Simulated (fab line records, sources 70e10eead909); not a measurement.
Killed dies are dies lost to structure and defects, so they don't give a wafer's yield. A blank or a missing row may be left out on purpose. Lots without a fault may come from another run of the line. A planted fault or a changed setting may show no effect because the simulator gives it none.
Chamber matching | flow nand_harc | NHARC_A_CONTACT_ETCH_110 on rie_diel-05: 4 sister chambers
The step etches the open film in CF4/O2, target depth 50 nm, overetch 5 nm, time 27.5 s. 14 wafers are shown with their chamber, then 7 later ones without.

WAFERS WITH THEIR CHAMBER
wafer  | chamber | drypump_motor_current_A (A) | showerhead_plenum_p_Torr (Torr) | rf_fwd_power_W (W)
L702.1 | 3       | 5.4                         | 1.32                            | 296.4
L702.3 | 2       | 6.4                         | 1.27                            | 297.3
L702.5 | 0       | 5.4                         | 1.36                            | 297.1
L700.2 | 2       | 6.4                         | 1.27                            | 296.7
L700.3 | 1       | 5.2                         | 1.36                            | 294.9
L700.6 | 2       | 6.4                         | 1.27                            | 295.4
L710.1 | 0       | 5.4                         | 1.36                            | 297.9
L710.5 | 2       | 6.4                         | 1.26                            | 297.6
L710.6 | 1       | 5.2                         | 1.36                            | 294.2
L712.1 | 1       | 5.1                         | 1.36                            | 294.0
L712.2 | 2       | 6.4                         | 1.26                            | 297.1
L712.6 | 2       | 6.4                         | 1.26                            | 296.4
L715.3 | 1       | 5.2                         | 1.36                            | 293.6
L715.4 | 3       | 5.4                         | 1.32                            | 295.4

SIGNATURES (means of the wafers above)
reading                  | chamber 0 | chamber 1 | chamber 2 | chamber 3 | scatter within a chamber
drypump_motor_current_A  | 5.400     | 5.175     | 6.400     | 5.400     | 0.0274
showerhead_plenum_p_Torr | 1.3600    | 1.3600    | 1.2650    | 1.3200    | 0.00387
rf_fwd_power_W           | 297.500   | 294.175   | 296.750   | 295.900   | 0.693
Rule: a wafer's distance from a chamber is the root of the sum, over the readings, of the square of ((its reading less the chamber's mean) divided by the reading's scatter). The wafer belongs to the nearest chamber; if the next one is less than 2 further off, it can't be placed. The scatter: the root of (the sum of the squares of (reading less its chamber's mean) over the shown wafers, divided by (wafers less chambers)).

WAFERS WITHOUT THEIR CHAMBER
wafer  | drypump_motor_current_A (A) | showerhead_plenum_p_Torr (Torr) | rf_fwd_power_W (W)
L715.5 | 5.4                         | 1.36                            | 294.9
L718.1 | 5.4                         | 1.35                            | 295.9
L718.3 | 6.4                         | 1.26                            | 297.5
L718.4 | 5.2                         | 1.36                            | 294.2
L716.1 | 5.4                         | 1.32                            | 297.2
L716.4 | 5.4                         | 1.35                            | 295.4
L716.5 | 6.4                         | 1.26                            | 297.1

WHICH CHAMBER EACH WENT THROUGH
wafer  | from the rows above | in truth
L715.5 | 0                   | 0
L718.1 | 0                   | 0
L718.3 | 2                   | 2
L718.4 | 1                   | 1
L716.1 | 3                   | 3
L716.4 | 0                   | 0
L716.5 | 2                   | 2
Placed correctly: 7 of 7. Can't be placed from these rows: 0. Placed wrongly: 0.
